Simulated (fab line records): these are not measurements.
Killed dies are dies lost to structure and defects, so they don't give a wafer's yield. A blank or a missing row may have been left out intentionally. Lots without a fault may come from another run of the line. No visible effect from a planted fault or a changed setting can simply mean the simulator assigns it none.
Matching of chambers :: flow n5-finfet :: N5_BEOL_M10_DEP_56 on pecvd-03: 3 sister chambers
The step deposits SiCN from 3MS/NH3, target thk 15 nm, time 26.5 s. 16 wafers are shown with their chamber, then 8 later ones without.

EACH WAFER AND ITS CHAMBER
wafer: L724.3
chamber: 0
showerhead-plenum-p-Torr (Torr): 3.668
throttle-valve-pct (%): 9.2
showerhead-vpp-V (V): 905

wafer: L724.4
chamber: 1
showerhead-plenum-p-Torr (Torr): 3.677
throttle-valve-pct (%): 9.2
showerhead-vpp-V (V): 868

wafer: L724.6
chamber: 0
showerhead-plenum-p-Torr (Torr): 3.665
throttle-valve-pct (%): 9.2
showerhead-vpp-V (V): 884

wafer: L733.1
chamber: 2
showerhead-plenum-p-Torr (Torr): 3.634
throttle-valve-pct (%): 8.3
showerhead-vpp-V (V): 888

wafer: L733.5
chamber: 0
showerhead-plenum-p-Torr (Torr): 3.672
throttle-valve-pct (%): 9.0
showerhead-vpp-V (V): 890

wafer: L733.6
chamber: 2
showerhead-plenum-p-Torr (Torr): 3.638
throttle-valve-pct (%): 8.1
showerhead-vpp-V (V): 906

wafer: L735.2
chamber: 1
showerhead-plenum-p-Torr (Torr): 3.678
throttle-valve-pct (%): 9.5
showerhead-vpp-V (V): 856

wafer: L735.4
chamber: 1
showerhead-plenum-p-Torr (Torr): 3.681
throttle-valve-pct (%): 9.5
showerhead-vpp-V (V): 873

wafer: L735.5
chamber: 2
showerhead-plenum-p-Torr (Torr): 3.639
throttle-valve-pct (%): 8.0
showerhead-vpp-V (V): 884

wafer: L738.2
chamber: 1
showerhead-plenum-p-Torr (Torr): 3.672
throttle-valve-pct (%): 9.4
showerhead-vpp-V (V): 862

wafer: L738.3
chamber: 2
showerhead-plenum-p-Torr (Torr): 3.641
throttle-valve-pct (%): 7.8
showerhead-vpp-V (V): 872

wafer: L738.4
chamber: 1
showerhead-plenum-p-Torr (Torr): 3.690
throttle-valve-pct (%): 9.3
showerhead-vpp-V (V): 866

wafer: L736.2
chamber: 1
showerhead-plenum-p-Torr (Torr): 3.677
throttle-valve-pct (%): 9.4
showerhead-vpp-V (V): 868

wafer: L736.3
chamber: 2
showerhead-plenum-p-Torr (Torr): 3.635
throttle-valve-pct (%): 8.4
showerhead-vpp-V (V): 901

wafer: L736.6
chamber: 2
showerhead-plenum-p-Torr (Torr): 3.637
throttle-valve-pct (%): 7.9
showerhead-vpp-V (V): 875

wafer: L740.1
chamber: 1
showerhead-plenum-p-Torr (Torr): 3.687
throttle-valve-pct (%): 9.2
showerhead-vpp-V (V): 864

SIGNATURES (averages over the wafers above)
reading: showerhead-plenum-p-Torr
chamber 0: 3.66833
chamber 1: 3.68029
chamber 2: 3.63733
scatter within a chamber: 0.00475

reading: throttle-valve-pct
chamber 0: 9.133
chamber 1: 9.357
chamber 2: 8.083
scatter within a chamber: 0.174

reading: showerhead-vpp-V
chamber 0: 893.00
chamber 1: 865.29
chamber 2: 887.67
scatter within a chamber: 10.2
Rule: a wafer's distance from a chamber is the root of the sum, over the readings, of the square of ((its reading less the chamber's mean) divided by the reading's scatter). The wafer belongs to the nearest chamber; if the next one is less than 2 further off, it can't be placed. The scatter: take each reading less its chamber's mean, square it, sum over the shown wafers, divide by the number of wafers less the number of chambers, and take the root.

WAFERS MISSING THEIR CHAMBER
wafer: L740.5
showerhead-plenum-p-Torr (Torr): 3.681
throttle-valve-pct (%): 9.3
showerhead-vpp-V (V): 861

wafer: L740.6
showerhead-plenum-p-Torr (Torr): 3.640
throttle-valve-pct (%): 8.0
showerhead-vpp-V (V): 888

wafer: L741.1
showerhead-plenum-p-Torr (Torr): 3.669
throttle-valve-pct (%): 9.3
showerhead-vpp-V (V): 897

wafer: L741.3
showerhead-plenum-p-Torr (Torr): 3.672
throttle-valve-pct (%): 9.2
showerhead-vpp-V (V): 861

wafer: L741.4
showerhead-plenum-p-Torr (Torr): 3.678
throttle-valve-pct (%): 9.1
showerhead-vpp-V (V): 914

wafer: L743.2
showerhead-plenum-p-Torr (Torr): 3.638
throttle-valve-pct (%): 8.2
showerhead-vpp-V (V): 879

wafer: L743.4
showerhead-plenum-p-Torr (Torr): 3.680
throttle-valve-pct (%): 9.4
showerhead-vpp-V (V): 871

wafer: L743.5
showerhead-plenum-p-Torr (Torr): 3.662
throttle-valve-pct (%): 9.3
showerhead-vpp-V (V): 885

EACH ONE'S CHAMBER
wafer: L740.5
from the rows above: 1
in truth: 1

wafer: L740.6
from the rows above: 2
in truth: 2

wafer: L741.1
from the rows above: 0
in truth: 0

wafer: L741.3
from the rows above: can't be placed: 1 or 0
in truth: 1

wafer: L741.4
from the rows above: 0
in truth: 0

wafer: L743.2
from the rows above: 2
in truth: 2

wafer: L743.4
from the rows above: 1
in truth: 1

wafer: L743.5
from the rows above: 0
in truth: 0
Correct placement for 7 of the 8. Not placeable from these rows: 1 (in 1, the candidates include the true chamber). Placed wrongly: 0.
